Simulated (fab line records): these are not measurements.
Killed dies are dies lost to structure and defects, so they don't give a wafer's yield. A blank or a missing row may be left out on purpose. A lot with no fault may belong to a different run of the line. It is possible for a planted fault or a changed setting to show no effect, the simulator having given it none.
Which tool is to blame? || flow n5-finfet || Sampling: 10 lots, 30 wafers, 3 of 1938 route steps

WHAT THE GAUGES SHOWED, per wafer
N5_BEOL_M2_CD_MEAS_11: the cd target is 16.79 nm.
{"lot": "L735", "measured": "day 6 21:08", "on": "cd-sem-01", "cd-nm (nm)": "16.85 16.88 17.10"}
{"lot": "L734", "measured": "day 6 22:21", "on": "cd-sem-02", "cd-nm (nm)": "16.32 16.33 16.71"}
{"lot": "L736", "measured": "day 7 00:23", "on": "cd-sem-02", "cd-nm (nm)": "16.98 17.09 16.80"}
{"lot": "L739", "measured": "day 7 17:05", "on": "cd-sem-02", "cd-nm (nm)": "17.17 17.14 16.78"}
{"lot": "L740", "measured": "day 8 04:04", "on": "cd-sem-03", "cd-nm (nm)": "16.97 16.85 16.81"}
{"lot": "L741", "measured": "day 8 12:10", "on": "cd-sem-03", "cd-nm (nm)": "16.99 16.80 16.85"}
{"lot": "L751", "measured": "day 10 14:31", "on": "cd-sem-02", "cd-nm (nm)": "17.15 16.45 16.65"}
{"lot": "L754", "measured": "day 11 07:20", "on": "cd-sem-03", "cd-nm (nm)": "16.40 16.21 16.72"}
{"lot": "L755", "measured": "day 11 15:03", "on": "cd-sem-02", "cd-nm (nm)": "16.50 16.61 16.84"}
{"lot": "L756", "measured": "day 12 18:08", "on": "cd-sem-02", "cd-nm (nm)": "17.38 17.06 16.81"}

WHAT TOOL EACH LOT RAN ON (gives the tool, then ch and the chambers of the sampled wafers, and finally the start)
{"lot": "L735", "N5_BEOL_M2_HM_DEP_02": "pvd-sputter-03, day 6 20:44", "N5_BEOL_M2_COAT_62": "litho-track-04 ch 0, day 6 20:52"}
{"lot": "L734", "N5_BEOL_M2_HM_DEP_02": "pvd-sputter-03, day 6 21:50", "N5_BEOL_M2_COAT_62": "litho-track-05 ch 0, day 6 21:58"}
{"lot": "L736", "N5_BEOL_M2_HM_DEP_02": "pvd-sputter-01, day 6 23:59", "N5_BEOL_M2_COAT_62": "litho-track-03 ch 0, day 7 00:07"}
{"lot": "L739", "N5_BEOL_M2_HM_DEP_02": "pvd-sputter-02, day 7 16:34", "N5_BEOL_M2_COAT_62": "litho-track-03 ch 0, day 7 16:41"}
{"lot": "L740", "N5_BEOL_M2_HM_DEP_02": "pvd-sputter-01, day 8 03:33", "N5_BEOL_M2_COAT_62": "litho-track-03 ch 0, day 8 03:41"}
{"lot": "L741", "N5_BEOL_M2_HM_DEP_02": "pvd-sputter-03, day 8 11:45", "N5_BEOL_M2_COAT_62": "litho-track-03 ch 0, day 8 11:53"}
{"lot": "L751", "N5_BEOL_M2_HM_DEP_02": "pvd-sputter-02, day 10 14:07", "N5_BEOL_M2_COAT_62": "litho-track-05 ch 0, day 10 14:15"}
{"lot": "L754", "N5_BEOL_M2_HM_DEP_02": "pvd-sputter-01, day 11 06:56", "N5_BEOL_M2_COAT_62": "litho-track-03 ch 0, day 11 07:04"}
{"lot": "L755", "N5_BEOL_M2_HM_DEP_02": "pvd-sputter-02, day 11 14:40", "N5_BEOL_M2_COAT_62": "litho-track-04 ch 0, day 11 14:47"}
{"lot": "L756", "N5_BEOL_M2_HM_DEP_02": "pvd-sputter-03, day 12 17:37", "N5_BEOL_M2_COAT_62": "litho-track-03 ch 0, day 12 17:45"}
- N5_BEOL_M2_HM_DEP_02: deposits TiN, target thk 20 nm.
- N5_BEOL_M2_COAT_62: time 60 s, resist thk 12 nm.

THE ANSWER, worked out from the rows above alone
Rule: the usual values come from the lots themselves. The widest of any qualifying gaps counts: lots, ordered by their means at a reading, are off when they make up no more than a third of the lots, leave a main group of 4 or more, and stand apart from it by 3 or more times the standard deviation of that group's means. If all means in a main group match to the digits the tables above print for the reading, that group is not used. Also off: a lot with no number at a reading for which 4 or more lots have one. Where the step has rows for the other lots, those lots are counted as sound.
Across all readings shown, no lot is off: no conclusion can be drawn from this.

WHAT THE SIMULATOR HAD INSERTED
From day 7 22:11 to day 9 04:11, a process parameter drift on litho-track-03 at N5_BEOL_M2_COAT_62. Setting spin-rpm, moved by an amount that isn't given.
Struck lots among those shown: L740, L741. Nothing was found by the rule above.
